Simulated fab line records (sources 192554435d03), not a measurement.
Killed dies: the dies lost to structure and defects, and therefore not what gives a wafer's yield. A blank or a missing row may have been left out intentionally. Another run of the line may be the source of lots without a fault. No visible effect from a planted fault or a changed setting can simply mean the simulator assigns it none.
A struck lot beside a sound one || flow n5 finfet || 29 steps out of a route of 1938
Sound: these wafers, L397.2, L397.3, L397.5. Wafers L412.1, L412.5, L412.6 were the ones struck. The cause is given at the end.
Each step with rows lists, per side, the tool, then ch with its chambers, then its first start. Under that, the readings that differ: sound wafers || struck wafers || difference of the means || sigmas: that difference in standard deviations of wafers without a fault.
alike: same words and numbers on both sides, and readings whose means sit less than 2 such deviations apart. not compared: any withheld reading, any reading some wafer has no value for, any bound like >300 that may hide the same value, and any number with overlapping values for which the record gives no deviation.
The two part at a step that has a row with sigmas, a row that says differs or no value, or rows on one side only. Numbers that have no deviation but don't overlap get no sigmas and don't part them. A reading that every wafer of one side lacks parts them only if that side has two wafers or more.

first, 9 steps without rows for these wafers: N5_BEOL_M15_COAT_22 (resist thk 800 nm); N5_BEOL_M15_EBR_24; N5_BEOL_M15_SOFTBAKE_23 (time 60 s); N5_BEOL_M15_EXPOSE_25 (exposes mask M15, target cd 400 nm); N5_BEOL_M15_PEB_26 (peb time 90 s); N5_BEOL_M15_DEVELOP_27 (develop time 45 s); N5_BEOL_M15_HARDBAKE_32 (time 120 s); N5_BEOL_M15_DESCUM_33 (chemistry O2, time 7.9 s); N5_BEOL_M15_ETCH_61 (etches BARC in N2/H2, target depth 89 nm, overetch 26.7 nm, time 67.9 s).
N5_BEOL_M15_TRENCH_ETCH_34: etches SiO2 in C4F8/O2/Ar, target depth 872.93 nm, time 199 s.
  sound on rie diel-06 ch 1,3, day 14 07:40; struck on rie diel-06 ch 0,1, day 17 12:28
{"reading": "time s (s)", "sound": "199 199 199", "struck": "139.3 139.3 139.3", "difference": -59.7, "sigmas": ""}
{"reading": "model.etch.depth nm (nm)", "sound": "853.9 856.7 846.4", "struck": "606.8 606.4 623.2", "difference": -240.2, "sigmas": ""}
{"reading": "model.coat_of_BEOL_M15_COAT_22.thk nm (nm)", "sound": "544.6 541.4 547.8", "struck": "594.8 598.4 591.4", "difference": "+50.3", "sigmas": ""}
  alike: C4F8_flow_sccm, chamber pressure mTorr, drypump motor current A, oes_o_777_au, oes product au, rf vpp V, showerhead plenum p Torr, throttle valve pct
  not compared: rf hours counter h
then, 13 steps without rows for these wafers: N5_BEOL_M15_STRIP_36 (strips in O2); N5_BEOL_M15_STRIP_62 (strips in O2); N5_BEOL_M15_STRIP_37 (strips in O2); N5_BEOL_M15_ETCH_38 (etches SiCN in CF4/N2, target depth 106.4 nm, time 120.5 s); N5_BEOL_M15_PRECLEAN_39 (cleans in residue remover, time 60 s); N5_BEOL_M15_SRD_40 (time 30 s, dry time 30 s); N5_BEOL_M15_DEGAS_41 (time 60 s); N5_BEOL_M15_PRE_CLEAN_42 (time 30 s); N5_BEOL_M15_SPUTTER_43 (material TaN, target thk 15 nm, time 24.19 s); N5_BEOL_M15_SPUTTER_44 (material Ta, target thk 15 nm, time 24.19 s); N5_BEOL_M15_SPUTTER_45 (material Cu, target thk 100 nm, time 16.67 s); N5_BEOL_M15_ECD_47 (material Cu, target thk 1860 nm); N5_BEOL_M15_ANNEAL_48 (time 90 s).
N5_BEOL_M15_CMP_49: polishes, stops on SiO2, t overpolish 4.9 s, target thk 850 nm.
  sound on cmp-02 ch 2,3, day 14 12:04; struck on cmp-02 ch 0,3, day 17 14:30
{"reading": "model.Cu_of_BEOL_M15_ECD_47.thk nm (nm)", "sound": "831.2 835.2 824", "struck": "581.4 582.6 598", "difference": -242.8, "sigmas": ""}
  alike: head pressure psi, motor current A
N5_BEOL_M15_THK_MEAS_50: measures by xrf.
  struck on film metro-02, day 17 14:46; sound on film metro-01, day 14 12:22
{"reading": "M15_THK (nm)", "sound": "842 843 831", "struck": "594 596 612", "difference": -238, "sigmas": -15}
then, 2 steps without rows for these wafers: N5_BEOL_M15_PRE_CLEAN_52 (time 15 s); N5_BEOL_M15_DEP_53 (deposits SiCN from 3MS/NH3, target thk 50 nm, time 17.8 s).
N5_BEOL_M15_RS_MEAS_54: measurement is done with a four-point probe.
  struck on film metro-02, day 17 14:53; sound on film metro-01, day 14 12:29
{"reading": "M15_RS (ohm/sq)", "sound": "0.0220 0.0219 0.0223", "struck": "0.0317 0.0317 0.0307", "difference": "+0.0093", "sigmas": "+27"}
N5_PASSIVATION_PROBE_49:
  struck on prober-02, day 18 05:07; sound on prober-01, day 15 03:10
{"reading": "sort_bin_8_speed (%)", "sound": "0 0 0", "struck": "0.25 0.17 0.17", "difference": "+0.20", "sigmas": "+28"}
  alike: defect limited yield, killed_at_M0_to_M3, killed_at_M4_up, killed at contacts, killed at front end, killed at other, killed dies, killed open, killed short, sort_bin_5_function, sort_bin_6_memory, sort n pass

== WHERE THEY PART ==
At N5_BEOL_M15_THK_MEAS_50 first; at N5_PASSIVATION_PROBE_49 last (within this record only).

WHY: what the simulator had put in
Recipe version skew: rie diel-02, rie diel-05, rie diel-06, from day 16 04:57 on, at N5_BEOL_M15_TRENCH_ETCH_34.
